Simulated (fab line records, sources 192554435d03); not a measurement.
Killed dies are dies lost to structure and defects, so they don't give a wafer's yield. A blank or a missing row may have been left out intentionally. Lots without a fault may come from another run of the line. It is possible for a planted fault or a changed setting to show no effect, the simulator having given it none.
Split-lot experiment :: flow n5Finfet :: 7 lots, 21 wafers read, on a route of 1938 steps

## THE SPLIT
At N5_ZERO_LAYER_COAT_05 (resist thk 1000 nm), the setting spinRpm was moved away from the recipe's 1500 rpm on 5 of the 21 wafers read, by -6.7% to +8.1%. All remaining wafers had this setting at the recipe value.

## FROM THE SPLIT TO THE READING: what the file shows between them, 4 steps
- N5_ZERO_LAYER_DEVELOP_10: develop time 60 s (also split here: developTimeS)
- N5_ZERO_LAYER_HARDBAKE_23: time 120 s
- N5_ZERO_LAYER_DESCUM_16: chemistry O2, time 7.9 s
- N5_ZERO_LAYER_ETCH_17: etches SiO2 in CF4, target depth 12 nm, time 13.3 s

## THE READING
coat_of_ZERO_LAYER_COAT_05.thkNm (the simulator's own value, which no gauge read), in nm, at N5_ZERO_LAYER_ETCH_18 (etches Si in HBr/Cl2, target depth 120 nm, time 40 s). No usual value for it is given in the file. The 16 wafers here that ran the recipe average 931.5 nm, standard deviation 2.8 nm.

wafer: L074.1
tool, chamber at the split: lithoTrack-03, 0
spinRpm as run, rpm: 1500
against the recipe: recipe
coat_of_ZERO_LAYER_COAT_05.thkNm, nm: 932.9
against lot-mates on the recipe: -

wafer: L074.2
tool, chamber at the split: lithoTrack-03, 0
spinRpm as run, rpm: 1500
against the recipe: recipe
coat_of_ZERO_LAYER_COAT_05.thkNm, nm: 934.4
against lot-mates on the recipe: -

wafer: L074.5
tool, chamber at the split: lithoTrack-03, 0
spinRpm as run, rpm: 1500
against the recipe: recipe
coat_of_ZERO_LAYER_COAT_05.thkNm, nm: 930.5
against lot-mates on the recipe: -

wafer: L079.1
tool, chamber at the split: lithoTrack-04, 0
spinRpm as run, rpm: 1400
against the recipe: -6.7%
coat_of_ZERO_LAYER_COAT_05.thkNm, nm: 966.9
against lot-mates on the recipe: +33.4

wafer: L079.2
tool, chamber at the split: lithoTrack-04, 0
spinRpm as run, rpm: 1500
against the recipe: recipe
coat_of_ZERO_LAYER_COAT_05.thkNm, nm: 933.5
against lot-mates on the recipe: -

wafer: L079.5
tool, chamber at the split: lithoTrack-04, 0
spinRpm as run, rpm: 1400
against the recipe: -6.7%
coat_of_ZERO_LAYER_COAT_05.thkNm, nm: 964.5
against lot-mates on the recipe: +31.0

wafer: L081.2
tool, chamber at the split: lithoTrack-01, 0
spinRpm as run, rpm: 1500
against the recipe: recipe
coat_of_ZERO_LAYER_COAT_05.thkNm, nm: 931.5
against lot-mates on the recipe: -

wafer: L081.4
tool, chamber at the split: lithoTrack-01, 0
spinRpm as run, rpm: 1500
against the recipe: recipe
coat_of_ZERO_LAYER_COAT_05.thkNm, nm: 930.1
against lot-mates on the recipe: -

wafer: L081.5
tool, chamber at the split: lithoTrack-01, 0
spinRpm as run, rpm: 1500
against the recipe: recipe
coat_of_ZERO_LAYER_COAT_05.thkNm, nm: 931.7
against lot-mates on the recipe: -

wafer: L083.4
tool, chamber at the split: lithoTrack-01, 0
spinRpm as run, rpm: 1500
against the recipe: recipe
coat_of_ZERO_LAYER_COAT_05.thkNm, nm: 927.2
against lot-mates on the recipe: -

wafer: L083.5
tool, chamber at the split: lithoTrack-01, 0
spinRpm as run, rpm: 1417
against the recipe: -5.5%
coat_of_ZERO_LAYER_COAT_05.thkNm, nm: 957.1
against lot-mates on the recipe: +29.4

wafer: L083.6
tool, chamber at the split: lithoTrack-01, 0
spinRpm as run, rpm: 1500
against the recipe: recipe
coat_of_ZERO_LAYER_COAT_05.thkNm, nm: 928.3
against lot-mates on the recipe: -

wafer: L092.1
tool, chamber at the split: lithoTrack-03, 0
spinRpm as run, rpm: 1500
against the recipe: recipe
coat_of_ZERO_LAYER_COAT_05.thkNm, nm: 925.9
against lot-mates on the recipe: -

wafer: L092.4
tool, chamber at the split: lithoTrack-03, 0
spinRpm as run, rpm: 1621
against the recipe: +8.1%
coat_of_ZERO_LAYER_COAT_05.thkNm, nm: 889.3
against lot-mates on the recipe: -38.3

wafer: L092.6
tool, chamber at the split: lithoTrack-03, 0
spinRpm as run, rpm: 1500
against the recipe: recipe
coat_of_ZERO_LAYER_COAT_05.thkNm, nm: 929.3
against lot-mates on the recipe: -

wafer: L094.2
tool, chamber at the split: lithoTrack-01, 0
spinRpm as run, rpm: 1500
against the recipe: recipe
coat_of_ZERO_LAYER_COAT_05.thkNm, nm: 930.6
against lot-mates on the recipe: -

wafer: L094.3
tool, chamber at the split: lithoTrack-01, 0
spinRpm as run, rpm: 1612
against the recipe: +7.5%
coat_of_ZERO_LAYER_COAT_05.thkNm, nm: 898.8
against lot-mates on the recipe: -33.8

wafer: L094.4
tool, chamber at the split: lithoTrack-01, 0
spinRpm as run, rpm: 1500
against the recipe: recipe
coat_of_ZERO_LAYER_COAT_05.thkNm, nm: 934.5
against lot-mates on the recipe: -

wafer: L095.1
tool, chamber at the split: lithoTrack-01, 0
spinRpm as run, rpm: 1500
against the recipe: recipe
coat_of_ZERO_LAYER_COAT_05.thkNm, nm: 934
against lot-mates on the recipe: -

wafer: L095.2
tool, chamber at the split: lithoTrack-01, 0
spinRpm as run, rpm: 1500
against the recipe: recipe
coat_of_ZERO_LAYER_COAT_05.thkNm, nm: 934.7
against lot-mates on the recipe: -

wafer: L095.6
tool, chamber at the split: lithoTrack-01, 0
spinRpm as run, rpm: 1500
against the recipe: recipe
coat_of_ZERO_LAYER_COAT_05.thkNm, nm: 935.1
against lot-mates on the recipe: -

FIT RESULTS
A straight line over all 21 wafers: coat_of_ZERO_LAYER_COAT_05.thkNm changes by -4.92 nm for each +1% of spinRpm; r = -0.99; the points scatter about the line by 2.8 nm.
The same after taking each lot's own level away (the mean of its wafers on the recipe; 21 wafers): -4.79 nm for each +1%; r = -1.00; scatter 1.4 nm.
Per that fit: largest spinRpm move, reading shift of 39 nm.
Measured against the standard deviation above, the lots' own levels, which go from 927.60 to 934.60 nm, span 2.5 times it.
The two slopes are in agreement: the lot-to-lot level therefore moves the slope only a little.
Check: -38.4 nm against its lot-mates is what the line predicts for one of the wafers moved furthest among these (+8.1%) when that wafer is left out of the fit. Against them it came out at -38.3 nm.

## ADDITIONAL SPLITS CARRIED BY THESE WAFERS
Before the reading, these wafers also passed through other splits. Each is held against what the fit with the lots' levels taken away leaves over:
other split on the same wafers: N5_ZERO_LAYER_DEVELOP_10 developTimeS
wafers away from the commonest value: 9
r with coat_of_ZERO_LAYER_COAT_05.thkNm (lot level and that fit taken away): +0.02

## THE WHOLE CHAIN: every reading that the file lists as answering this split, in the file's order
step: N5_ZERO_LAYER_COAT_05
what it does: resist thk 1000 nm
reading: coat_of_ZERO_LAYER_COAT_05.thkNm (the simulator's own value, which no gauge read)
change (the file's fit): -4.89 nm for each +1% of the setting
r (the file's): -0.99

step: N5_ZERO_LAYER_ETCH_18
what it does: etches Si in HBr/Cl2, target depth 120 nm, time 40 s
reading: coat_of_ZERO_LAYER_COAT_05.thkNm (the simulator's own value, which no gauge read)
change (the file's fit): -4.79 nm for each +1% of the setting
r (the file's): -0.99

step: N5_ZERO_LAYER_STRIP_24
what it does: strips in O2
reading: stripTimeToEndpointS
change (the file's fit): withheld for each +1% of the setting
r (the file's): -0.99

## THE FILE'S OWN FIT
coat_of_ZERO_LAYER_COAT_05.thkNm changes by -4.79 nm for each +1% of spinRpm, r = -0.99.
